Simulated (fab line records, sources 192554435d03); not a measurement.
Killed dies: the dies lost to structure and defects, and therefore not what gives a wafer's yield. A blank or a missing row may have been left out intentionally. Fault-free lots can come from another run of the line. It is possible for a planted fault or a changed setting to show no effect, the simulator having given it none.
fab line records + flow n5Finfet
record:
- lots: 6
- wafers: 17
- lastDay: 18
route steps=1938 shown BEOL_M15@1802
lots with no fault: from the same line, run without faults
startH: the number of hours between the record's first day and the start of the first shown wafer of the lot + waitH: hours elapsed since this lot's preceding step + " same as the row above + L1.1+2: a single row standing in for several wafers + - no value, or no start was given + * or withheld: withheld + < > ~ a bound
route shown NAME@n: names a module that has steps shown in the file, with the first one's number in the route + usual: the fault-free wafers' mean and standard deviation + same: alike in all rows + chamber/n: place in a boat + sites: the reading at each site + _std_site: the standard deviation of these + _edge_site: mean of outer sites minus mean of inner sites + radiusMm: how far each site lies from the wafer's centre + mask NAME#n: copy n + behind: the most recent tool/chamber to have shaped the wafer + hold: cause of the lot's hold/its duration in hours/its outcome + device: whichever transistor did not switch (one of n, p or np) + end of line: tests run on the same wafers once the route is complete + where a step has no rows: the recipe by itself + killed: dies that structure and defects cost at the first sort, which is not the same as the wafer's yield + map: shows each die of a wafer: x if killed, . if not, _ if none is there
set.NAME: the setting the step ran with; set.NAME@STEP: the setting that earlier step ran with + model.NAME: the simulator's own value behind a step, which no gauge read
certain route steps with their lots: each step a table, each wafer a row
services: when a tool's chamber went out of use (startH, in hours from the record's first day, below 0 if earlier), for how many hours, and the reason
== steps ==
step: N5_BEOL_M15_DEVELOP_27
recipe:
- developTimeS: 45
- rinseLiquid: diw
- dry: airSpin
- devTempC: 21
step: N5_BEOL_M15_HARDBAKE_32
recipe:
- tempC: 130
- timeS: 120
step: N5_BEOL_M15_CD_MEAS_28
recipe:
- targetCdNm: 407.6
- landingEnergyEv: 500
- detector: seInlens
usual:
- cdNm: 407.0/1.6
| lot.wafer | tool     | chamber | startH | waitH | cdNm  |
|-----------|----------|---------|--------|-------|-------|
| L142.1    | cdSem-03 | 0       | 247.22 | -     | 403.7 |
| L142.3    | "        | 0       | "      | "     | 405.2 |
| L142.5    | "        | 0       | "      | "     | 404.3 |
| L147.5    | cdSem-01 | 0       | 307.57 | -     | 408.3 |
| L147.6    | "        | 0       | "      | "     | 403.7 |
| L150.1    | cdSem-03 | 0       | 313.50 | -     | 408.6 |
| L150.2    | "        | 0       | "      | "     | 407.5 |
| L150.3    | "        | 0       | "      | "     | 408.4 |
| L158.2    | cdSem-02 | 0       | 367.80 | -     | 405.4 |
| L158.4    | "        | 0       | "      | "     | 407.2 |
| L158.6    | "        | 0       | "      | "     | 405.9 |
| L162.2    | cdSem-02 | 0       | 378.16 | -     | 405.7 |
| L162.3    | "        | 0       | "      | "     | 407.6 |
| L162.4    | "        | 0       | "      | "     | 406.4 |
| L165.1    | cdSem-02 | 0       | 419.10 | -     | 407.4 |
| L165.4    | "        | 0       | "      | "     | 405.8 |
| L165.6    | "        | 0       | "      | "     | 403.6 |
step: N5_BEOL_M15_OVL_MEAS_29
recipe:
- pointsPerWafer: 44
usual:
- M15_OVL: 2/4.9
| lot.wafer | tool       | chamber | startH | waitH | M15_OVL[nm] |
|-----------|------------|---------|--------|-------|-------------|
| L142.1    | overlay-01 | 0       | 247.25 | 0.0   | 8           |
| L142.3    | "          | 0       | "      | "     | 3           |
| L142.5    | "          | 0       | "      | "     | 6           |
| L147.5    | overlay-02 | 0       | 307.61 | 0.0   | 6           |
| L147.6    | "          | 0       | "      | "     | 1           |
| L150.1    | overlay-02 | 0       | 313.53 | 0.0   | -1          |
| L150.2    | "          | 0       | "      | "     | 0           |
| L150.3    | "          | 0       | "      | "     | 1           |
| L158.2    | overlay-02 | 0       | 367.83 | 0.0   | -1          |
| L158.4    | "          | 0       | "      | "     | -5          |
| L158.6    | "          | 0       | "      | "     | -1          |
| L162.2    | overlay-01 | 0       | 378.19 | 0.0   | 8           |
| L162.3    | "          | 0       | "      | "     | 8           |
| L162.4    | "          | 0       | "      | "     | 2           |
| L165.1    | overlay-02 | 0       | 419.13 | 0.0   | 3           |
| L165.4    | "          | 0       | "      | "     | -2          |
| L165.6    | "          | 0       | "      | "     | 3           |
step: N5_BEOL_M15_INSPECT_30
recipe:
- mode: adi
- inspectInstrument: macro
usual:
- rawDefectCount: 1.9/1.5
| lot.wafer | tool             | chamber | startH | waitH | rawDefectCount |
|-----------|------------------|---------|--------|-------|----------------|
| L142.1    | defectInspect-01 | -       | 247.28 | 0.0   | 1              |
| L142.3    | "                | -       | "      | "     | 3              |
| L142.5    | "                | -       | "      | "     | 5              |
| L147.5    | defectInspect-01 | -       | 307.64 | 0.0   | 1              |
| L147.6    | "                | -       | "      | "     | 1              |
| L150.1    | defectInspect-01 | -       | 313.55 | 0.0   | 2              |
| L150.2    | "                | -       | "      | "     | 4              |
| L150.3    | "                | -       | "      | "     | 2              |
| L158.2    | defectInspect-02 | -       | 367.86 | 0.0   | 2              |
| L158.4    | "                | -       | "      | "     | 2              |
| L158.6    | "                | -       | "      | "     | 4              |
| L162.2    | defectInspect-02 | -       | 378.21 | 0.0   | 2              |
| L162.3    | "                | -       | "      | "     | 2              |
| L162.4    | "                | -       | "      | "     | 5              |
| L165.1    | defectInspect-01 | -       | 419.16 | 0.0   | 2              |
| L165.4    | "                | -       | "      | "     | 1              |
| L165.6    | "                | -       | "      | "     | 4              |
step: N5_BEOL_M15_DESCUM_33
recipe:
- chemistry: O2
- timeS: 7.9
- sourcePowerW: 50
- biasPowerW: 20
- pressureMtorr: 20
- rfFrequencyHz: 2.712e+07
- tempC: 40
- o2FlowSccm: 225
usual:
- drypumpMotorCurrentA: 5.8/0.36
- oesProductAu: 0.79/0.092
- rfVppV: 243.1/1.4
- showerheadPlenumPTorr: 2.08/0.081
- throttleValvePct: 20.36/0.22
same:
- timeS: 7.9
| lot.wafer | tool       | chamber | startH | waitH | drypumpMotorCurrentA | oesProductAu | rfHoursCounterH | rfVppV | showerheadPlenumPTorr | throttleValvePct |
|-----------|------------|---------|--------|-------|----------------------|--------------|-----------------|--------|-----------------------|------------------|
| L142.1    | rieDiel-02 | 2       | 247.34 | 0.1   | 5.8                  | 0.74         | 161             | 243.3  | 2.09                  | 20.66            |
| L142.3    | "          | 1       | "      | "     | 6.3                  | 0.96         | 8               | 243.2  | 2.03                  | 19.97            |
| L142.5    | "          | 0       | "      | "     | 5.7                  | 0.92         | -               | 244.7  | 2.14                  | 20.20            |
| L147.5    | rieDiel-03 | 1       | 307.73 | 0.1   | 5.7                  | 0.74         | -               | 242.2  | 2.07                  | 20.22            |
| L147.6    | "          | 0       | "      | "     | 5.9                  | 0.81         | -               | 242.7  | 2.01                  | 20.17            |
| L150.1    | rieDiel-03 | 0       | 313.74 | 0.2   | 5.9                  | 0.81         | 91              | 241.9  | 2.01                  | 20.18            |
| L150.2    | "          | 1       | "      | "     | 5.7                  | 0.74         | 180             | 244.0  | 2.07                  | 20.21            |
| L150.3    | "          | 2       | "      | "     | 6.0                  | 0.73         | 204             | 241.5  | 1.98                  | 20.51            |
| L158.2    | rieDiel-04 | 0       | 367.99 | 0.1   | 5.5                  | 0.97         | 12              | 245.4  | 2.22                  | 20.15            |
| L158.4    | "          | 3       | "      | "     | 6.3                  | 0.80         | 106             | 244.4  | 2.21                  | 20.68            |
| L158.6    | "          | 1       | "      | "     | 5.2                  | 0.90         | -               | 244.6  | 2.14                  | 20.29            |
| L162.2    | rieDiel-02 | 0       | 378.24 | 0.0   | 5.7                  | 0.86         | 55              | 243.0  | 2.12                  | 20.24            |
| L162.3    | "          | 3       | "      | "     | 4.9                  | 0.95         | 12              | 245.9  | 2.25                  | 20.57            |
| L162.4    | "          | 1       | "      | "     | 6.3                  | 0.88         | 49              | 242.4  | 2.01                  | 20.04            |
| L165.1    | rieDiel-03 | 1       | 419.31 | 0.2   | 5.7                  | 0.72         | 212             | 243.1  | 2.06                  | 20.28            |
| L165.4    | "          | 2       | "      | "     | 6.0                  | 0.70         | -               | 241.7  | 1.97                  | 20.57            |
| L165.6    | "          | 0       | "      | "     | 5.9                  | 0.78         | -               | 241.5  | 2.00                  | 20.19            |
step: N5_BEOL_M15_ETCH_61
recipe:
- chemistry: N2/H2
- target: BARC
- targetDepthA: 890
- overetchA: 267
- timeS: 67.9
- ionEnergyEv: 200
- pressureMtorr: 30
- sourceW: 840
- biasW: 150
- n2FlowSccm: 200
- h2FlowSccm: 200
usual:
- biasW: 149.9/0.39
- drypumpMotorCurrentA: 5.8/0.36
- oesProductAu: 0.68/0.074
- rfVppV: 523.7/2.6
- showerheadPlenumPTorr: 2.54/0.091
- throttleValvePct: 17.87/0.21
same:
- timeS: 67.9
| lot.wafer | tool       | chamber | startH | waitH | biasW | drypumpMotorCurrentA | oesProductAu | rfHoursCounterH | rfVppV | showerheadPlenumPTorr | throttleValvePct |
|-----------|------------|---------|--------|-------|-------|----------------------|--------------|-----------------|--------|-----------------------|------------------|
| L142.1    | rieDiel-02 | 2       | 247.37 | 0.0   | 149.9 | 5.8                  | 0.64         | 161             | 522.7  | 2.54                  | 18.22            |
| L142.3    | "          | 1       | "      | "     | 150.0 | 6.4                  | 0.82         | 8               | 522.7  | 2.49                  | 17.46            |
| L142.5    | "          | 0       | "      | "     | 150.1 | 5.7                  | 0.80         | -               | 525.2  | 2.62                  | 17.79            |
| L147.5    | rieDiel-03 | 1       | 307.77 | 0.0   | 149.4 | 5.7                  | 0.64         | -               | 525.5  | 2.53                  | 17.71            |
| L147.6    | "          | 0       | "      | "     | 150.4 | 5.9                  | 0.69         | -               | 520.2  | 2.45                  | 17.73            |
| L150.1    | rieDiel-03 | 0       | 313.77 | 0.0   | 150.4 | 5.9                  | 0.69         | 91              | 521.8  | 2.45                  | 17.72            |
| L150.2    | "          | 1       | "      | "     | 150.0 | 5.7                  | 0.64         | 180             | 524.5  | 2.53                  | 17.73            |
| L150.3    | "          | 2       | "      | "     | 149.7 | 6.0                  | 0.63         | 204             | 519.0  | 2.43                  | 18.09            |
| L158.2    | rieDiel-04 | 0       | 368.03 | 0.0   | 149.8 | 5.5                  | 0.81         | 12              | 530.6  | 2.71                  | 17.80            |
| L158.4    | "          | 3       | "      | "     | 149.4 | 6.3                  | 0.68         | 106             | 527.6  | 2.67                  | 18.03            |
| L158.6    | "          | 1       | "      | "     | 149.9 | 5.2                  | 0.76         | -               | 524.5  | 2.60                  | 17.76            |
| L162.2    | rieDiel-02 | 0       | 378.28 | 0.0   | 149.9 | 5.7                  | 0.74         | 55              | 524.8  | 2.60                  | 17.87            |
| L162.3    | "          | 3       | "      | "     | 149.9 | 4.9                  | 0.81         | 12              | 529.8  | 2.71                  | 17.79            |
| L162.4    | "          | 1       | "      | "     | 150.4 | 6.4                  | 0.74         | 49              | 521.7  | 2.47                  | 17.54            |
| L165.1    | rieDiel-03 | 1       | 419.34 | 0.0   | 150.1 | 5.7                  | 0.62         | 212             | 522.1  | 2.51                  | 17.77            |
| L165.4    | "          | 2       | "      | "     | 149.5 | 6.1                  | 0.61         | -               | 521.0  | 2.42                  | 18.15            |
| L165.6    | "          | 0       | "      | "     | 150.3 | 5.9                  | 0.67         | -               | 523.0  | 2.44                  | 17.76            |
step: N5_BEOL_M15_TRENCH_ETCH_34
recipe:
- chemistry: C4F8/O2/Ar
- target: SiO2
- targetDepthA: 8729.3
- heInnerTorr: 15
- heOuterTorr: 30
- timeS: 199
- ionEnergyEv: 800
- pressureMtorr: 20
- sourceW: 1905
- biasW: 2040
- Ar_flow_sccm: 400
- C4F8_flow_sccm: 16
- O2_flow_sccm: 12
usual:
- biasW: 2040/5.6
- drypumpMotorCurrentA: 5.8/0.36
- oesProductAu: 0.79/0.092
- rfVppV: 2234/35
- showerheadPlenumPTorr: 3.43/0.11
- throttleValvePct: 30.93/0.16
same:
- timeS: 199
| lot.wafer | tool       | chamber | startH | waitH | biasW | drypumpMotorCurrentA | oesProductAu | rfHoursCounterH | rfVppV | showerheadPlenumPTorr | throttleValvePct |
|-----------|------------|---------|--------|-------|-------|----------------------|--------------|-----------------|--------|-----------------------|------------------|
| L142.1    | rieDiel-02 | 2       | 247.42 | 0.0   | 2037  | 5.9                  | 0.74         | 161             | 2234   | 3.45                  | 31.30            |
| L142.3    | "          | 1       | "      | "     | 2032  | 6.4                  | 0.95         | 8               | 2198   | 3.41                  | 30.93            |
| L142.5    | "          | 0       | "      | "     | 2033  | 5.7                  | 0.92         | -               | 2238   | 3.50                  | 30.73            |
| L147.5    | rieDiel-03 | 1       | 307.88 | 0.1   | 2036  | 5.7                  | 0.74         | -               | 2271   | 3.44                  | 30.84            |
| L147.6    | "          | 0       | "      | "     | 2042  | 5.9                  | 0.80         | -               | 2291   | 3.34                  | 30.76            |
| L150.1    | rieDiel-03 | 0       | 313.82 | 0.0   | 2039  | 5.9                  | 0.80         | 91              | 2290   | 3.34                  | 30.78            |
| L150.2    | "          | 1       | "      | "     | 2034  | 5.7                  | 0.74         | 180             | 2271   | 3.44                  | 30.85            |
| L150.3    | "          | 2       | "      | "     | 2046  | 6.0                  | 0.72         | 204             | 2221   | 3.27                  | 30.92            |
| L158.2    | rieDiel-04 | 0       | 368.08 | 0.0   | 2040  | 5.5                  | 0.96         | 12              | 2229   | 3.67                  | 30.93            |
| L158.4    | "          | 3       | "      | "     | 2037  | 6.3                  | 0.78         | 106             | 2192   | 3.61                  | 31.21            |
| L158.6    | "          | 1       | "      | "     | 2036  | 5.2                  | 0.89         | -               | 2251   | 3.53                  | 30.95            |
| L162.2    | rieDiel-02 | 0       | 378.33 | 0.0   | 2043  | 5.7                  | 0.86         | 55              | 2235   | 3.48                  | 30.76            |
| L162.3    | "          | 3       | "      | "     | 2038  | 4.9                  | 0.96         | 12              | 2251   | 3.63                  | 30.86            |
| L162.4    | "          | 1       | "      | "     | 2033  | 6.3                  | 0.86         | 49              | 2195   | 3.39                  | 30.94            |
| L165.1    | rieDiel-03 | 1       | 419.39 | 0.0   | 2047  | 5.7                  | 0.72         | 212             | 2270   | 3.43                  | 30.87            |
| L165.4    | "          | 2       | "      | "     | 2042  | 6.1                  | 0.71         | -               | 2219   | 3.26                  | 30.96            |
| L165.6    | "          | 0       | "      | "     | 2048  | 5.9                  | 0.78         | -               | 2288   | 3.32                  | 30.80            |
step: N5_BEOL_M15_STRIP_36
recipe:
- chemistry: O2
- powerW: 600
- tempC: 60
- pressureMtorr: 30
- rfFrequencyHz: 6e+07
- biasPowerW: 0
- overashFraction: 0.3
- o2FlowSccm: 225
usual:
- drypumpMotorCurrentA: 5.8/0.4
- oesProductAu: 0.80/0.097
- rfVppV: 3.6/0.89
- showerheadPlenumPTorr: 2.09/0.081
- throttleValvePct: 16.63/0.25
same:
- overashFraction: 0.3
| lot.wafer | tool       | chamber | startH | waitH | drypumpMotorCurrentA | oesProductAu | rfHoursCounterH | rfVppV | showerheadPlenumPTorr | throttleValvePct |
|-----------|------------|---------|--------|-------|----------------------|--------------|-----------------|--------|-----------------------|------------------|
| L142.1    | rieDiel-02 | 2       | 250.57 | 3.0   | 5.8                  | 0.75         | 162             | 4.4    | 2.09                  | 16.92            |
| L142.3    | "          | 0       | "      | "     | 5.7                  | 0.94         | 18              | 4.0    | 2.14                  | 16.40            |
| L142.5    | "          | 0       | "      | "     | 5.7                  | 0.93         | -               | 2.1    | 2.14                  | 16.39            |
| L147.5    | rieDiel-03 | 0       | 308.72 | 0.7   | 5.9                  | 0.81         | -               | 3.5    | 2.01                  | 16.43            |
| L147.6    | "          | 1       | "      | "     | 5.7                  | 0.75         | -               | 5.6    | 2.08                  | 16.52            |
| L150.1    | rieDiel-03 | 3       | 315.68 | 1.7   | 5.5                  | 0.68         | 223             | 3.9    | 2.16                  | 16.79            |
| L150.2    | "          | 0       | "      | "     | 5.9                  | 0.82         | 92              | 3.9    | 2.01                  | 16.40            |
| L150.3    | "          | 2       | "      | "     | 6.0                  | 0.75         | 205             | 2.7    | 1.99                  | 16.79            |
| L158.2    | rieDiel-02 | 3       | 373.37 | 5.1   | 4.9                  | 0.94         | 11              | 4.0    | 2.25                  | 16.70            |
| L158.4    | "          | 2       | "      | "     | 5.9                  | 0.70         | 204             | 3.1    | 2.08                  | 16.99            |
| L158.6    | "          | 3       | "      | "     | 4.9                  | 0.93         | -               | 4.0    | 2.25                  | 16.72            |
| L162.2    | rieDiel-04 | 1       | 379.37 | 0.9   | 5.2                  | 0.90         | 35              | 3.1    | 2.15                  | 16.48            |
| L162.3    | "          | 2       | "      | "     | 5.8                  | 0.70         | 226             | 2.9    | 2.05                  | 16.69            |
| L162.4    | "          | 3       | "      | "     | 6.3                  | 0.78         | -               | 3.9    | 2.22                  | 16.83            |
| L165.1    | rieDiel-03 | 2       | 419.82 | 0.2   | 6.0                  | 0.71         | 235             | 2.2    | 1.98                  | 16.84            |
| L165.4    | "          | 1       | "      | "     | 5.7                  | 0.73         | -               | 2.6    | 2.07                  | 16.59            |
| L165.6    | "          | 0       | "      | "     | 5.9                  | 0.78         | -               | 5.5    | 2.01                  | 16.48            |
step: N5_BEOL_M15_STRIP_62
recipe:
- chemistry: O2
- powerW: 600
- tempC: 60
- pressureMtorr: 30
- rfFrequencyHz: 6e+07
- biasPowerW: 0
- overashFraction: 0.3
- o2FlowSccm: 225
usual:
- drypumpMotorCurrentA: 5.8/0.4
- oesProductAu: 0.80/0.096
- rfVppV: 3.6/0.45
- showerheadPlenumPTorr: 2.09/0.081
- throttleValvePct: 16.63/0.25
same:
- overashFraction: 0.3
| lot.wafer | tool       | chamber | startH | waitH | drypumpMotorCurrentA | oesProductAu | rfHoursCounterH | rfVppV | showerheadPlenumPTorr | throttleValvePct |
|-----------|------------|---------|--------|-------|----------------------|--------------|-----------------|--------|-----------------------|------------------|
| L142.1    | rieDiel-02 | 2       | -      | -     | 5.8                  | 0.74         | 162             | 3.8    | 2.09                  | 16.91            |
| L142.3    | "          | 0       | "      | "     | 5.7                  | 0.91         | 18              | 3.9    | 2.14                  | 16.41            |
| L142.5    | "          | 0       | "      | "     | 5.7                  | 0.91         | -               | 3.3    | 2.14                  | 16.41            |
| L147.5    | rieDiel-03 | 0       | -      | -     | 5.9                  | 0.82         | -               | 3.6    | 2.01                  | 16.41            |
| L147.6    | "          | 1       | "      | "     | 5.7                  | 0.75         | -               | 3.6    | 2.08                  | 16.51            |
| L150.1    | rieDiel-03 | 3       | -      | -     | 5.5                  | 0.68         | 223             | 2.9    | 2.16                  | 16.77            |
| L150.2    | "          | 0       | "      | "     | 6.0                  | 0.81         | 92              | 3.6    | 2.01                  | 16.40            |
| L150.3    | "          | 2       | "      | "     | 6.0                  | 0.74         | 205             | 3.3    | 1.99                  | 16.78            |
| L158.2    | rieDiel-02 | 3       | -      | -     | 4.9                  | 0.95         | 11              | 4.1    | 2.25                  | 16.72            |
| L158.4    | "          | 2       | "      | "     | 5.8                  | 0.71         | 204             | 4.4    | 2.08                  | 16.99            |
| L158.6    | "          | 3       | "      | "     | 4.9                  | 0.95         | -               | 3.9    | 2.25                  | 16.72            |
| L162.2    | rieDiel-04 | 1       | -      | -     | 5.2                  | 0.89         | 35              | 3.9    | 2.15                  | 16.47            |
| L162.3    | "          | 2       | "      | "     | 5.8                  | 0.69         | 226             | 3.2    | 2.05                  | 16.70            |
| L162.4    | "          | 3       | "      | "     | 6.3                  | 0.79         | -               | 3.6    | 2.22                  | 16.83            |
| L165.1    | rieDiel-03 | 2       | -      | -     | 6.0                  | 0.71         | 235             | 3.5    | 1.98                  | 16.82            |
| L165.4    | "          | 1       | "      | "     | 5.7                  | 0.72         | -               | 5.2    | 2.07                  | 16.58            |
| L165.6    | "          | 0       | "      | "     | 5.9                  | 0.78         | -               | 3.8    | 2.00                  | 16.48            |
step: N5_BEOL_M15_STRIP_37
recipe:
- chemistry: O2
- powerW: 600
- tempC: 60
- pressureMtorr: 30
- rfFrequencyHz: 6e+07
- biasPowerW: 0
- overashFraction: 0.3
- o2FlowSccm: 225
step: N5_BEOL_M15_ETCH_38
recipe:
- chemistry: CF4/N2
- target: SiCN
- targetDepthA: 1064
- taperDeg: 2
- timeS: 120.5
- ionEnergyEv: 150
- maskMaterial: SiO2
- pressureMtorr: 40
- sourceW: 430
- biasW: 70
- Ar_flow_sccm: 100
- cf4FlowSccm: 60
- n2FlowSccm: 60
usual:
- biasW: 70.00/0.19
- drypumpMotorCurrentA: 5.8/0.4
- oesProductAu: 0.79/0.096
- rfVppV: 382.2/2
- showerheadPlenumPTorr: 2.20/0.076
- throttleValvePct: 15.43/0.23
same:
- timeS: 120.5
| lot.wafer | tool       | chamber | startH | waitH | biasW | drypumpMotorCurrentA | oesProductAu | rfHoursCounterH | rfVppV | showerheadPlenumPTorr | throttleValvePct | model.etch.depthNm |
|-----------|------------|---------|--------|-------|-------|----------------------|--------------|-----------------|--------|-----------------------|------------------|--------------------|
| L142.1    | rieDiel-02 | 2       | 250.69 | -     | 70.01 | 5.9                  | 0.75         | 162             | 382.4  | 2.21                  | 15.72            | 95.96              |
| L142.3    | "          | 0       | "      | "     | 70.04 | 5.7                  | 0.92         | 18              | 383.6  | 2.25                  | 15.14            | 95.37              |
| L142.5    | "          | 0       | "      | "     | 70.08 | 5.7                  | 0.92         | -               | 383.0  | 2.25                  | 15.14            | 94.95              |
| L147.5    | rieDiel-03 | 0       | 308.88 | -     | 70.08 | 5.9                  | 0.72         | -               | 380.6  | 2.13                  | 15.23            | 80.7               |
| L147.6    | "          | 1       | "      | "     | 70.03 | 5.7                  | 0.75         | -               | 381.4  | 2.20                  | 15.34            | 95.57              |
| L150.1    | rieDiel-03 | 3       | 315.80 | -     | 70.11 | 5.5                  | 0.68         | 223             | 382.3  | 2.27                  | 15.60            | 94.35              |
| L150.2    | "          | 0       | "      | "     | 69.97 | 5.9                  | 0.80         | 92              | 380.5  | 2.13                  | 15.22            | 93.72              |
| L150.3    | "          | 2       | "      | "     | 69.90 | 6.0                  | 0.65         | 205             | 378.8  | 2.11                  | 15.61            | 80.28              |
| L158.2    | rieDiel-02 | 3       | 373.49 | -     | 70.01 | 4.9                  | 0.98         | 11              | 384.2  | 2.34                  | 15.40            | 100.9              |
| L158.4    | "          | 2       | "      | "     | 70.02 | 5.8                  | 0.71         | 204             | 382.7  | 2.20                  | 15.78            | 94.34              |
| L158.6    | "          | 3       | "      | "     | 69.88 | 4.9                  | 0.97         | -               | 385.1  | 2.34                  | 15.39            | 101                |
| L162.2    | rieDiel-04 | 1       | 379.49 | -     | 69.92 | 5.2                  | 0.88         | 35              | 382.7  | 2.25                  | 15.18            | 95.35              |
| L162.3    | "          | 2       | "      | "     | 69.81 | 5.8                  | 0.69         | 226             | 382.1  | 2.18                  | 15.59            | 96.77              |
| L162.4    | "          | 3       | "      | "     | 70.39 | 6.3                  | 0.78         | -               | 385.1  | 2.32                  | 15.53            | 92.98              |
| L165.1    | rieDiel-03 | 2       | 419.94 | -     | 69.81 | 6.0                  | 0.71         | 236             | 380.2  | 2.10                  | 15.69            | 95.7               |
| L165.4    | "          | 1       | "      | "     | 70.28 | 5.7                  | 0.72         | -               | 381.3  | 2.19                  | 15.39            | 96.6               |
| L165.6    | "          | 0       | "      | "     | 70.20 | 5.9                  | 0.77         | -               | 380.1  | 2.12                  | 15.30            | 94                 |
step: N5_BEOL_M15_PRECLEAN_39
recipe:
- chemistry: residueRemover
- timeS: 60
- tempC: 40
== services ==
| tool       | chamber | startH | hours | kind                         |
|------------|---------|--------|-------|------------------------------|
| rieDiel-04 | 1       | 225.88 | -     | clean                        |
| rieDiel-04 | 1       | 225.88 | -     | consumableReplace:focusRing  |
| rieDiel-04 | 1       | 225.88 | 31.8  | scheduledDown                |
| rieDiel-04 | 1       | 225.88 | 31.8  | ventCycle                    |
| rieDiel-02 | 1       | 257.11 | 6.0   | repair                       |
| rieDiel-04 | 0       | 284.54 | 18.3  | repair                       |
| rieDiel-02 | 3       | 293.80 | 6.4   | repair                       |
| rieDiel-04 | 0       | 307.97 | -     | clean                        |
| rieDiel-04 | 0       | 307.97 | -     | consumableReplace:focusRing  |
| rieDiel-04 | 0       | 307.97 | -     | consumableReplace:showerhead |
| rieDiel-03 | 0       | 318.87 | 4.7   | repair                       |
| rieDiel-02 | 3       | 325.04 | -     | clean                        |
| rieDiel-02 | 3       | 325.04 | -     | consumableReplace:focusRing  |
| rieDiel-02 | 3       | 325.04 | -     | consumableReplace:showerhead |
| rieDiel-02 | 3       | 325.04 | 14.1  | scheduledDown                |
| rieDiel-02 | 3       | 325.04 | 14.1  | ventCycle                    |
| rieDiel-03 | 0       | 325.59 | 3.4   | repair                       |
| rieDiel-04 | 1       | 350.14 | 7.9   | repair                       |
| rieDiel-04 | 0       | 378.54 | 9.7   | repair                       |
| rieDiel-03 | 3       | 410.30 | -     | clean                        |
| rieDiel-03 | 3       | 410.30 | -     | consumableReplace:focusRing  |
| rieDiel-03 | 3       | 410.30 | 22.1  | scheduledDown                |
| rieDiel-03 | 3       | 410.30 | 22.1  | ventCycle                    |
| rieDiel-02 | 1       | 412.41 | 6.0   | repair                       |
== key ==
firstSign none at tools or gauges
modelEffect:
- step: N5_BEOL_M15_ETCH_38
- value: etch.depthNm
- without: 94.08
- struck: 80.49
metAt N5_BEOL_M15_ETCH_38
struckWafers L147.5,L150.3
fault:
- kind: processParameterDrift
- tool: rieDiel-03
- chamber: -
- onsetH: 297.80
- steps: N5_BEOL_M15_ETCH_38
- channel: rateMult
- offset: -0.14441
- shape: step
- endH: 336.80
- scope: struckWafersOnly
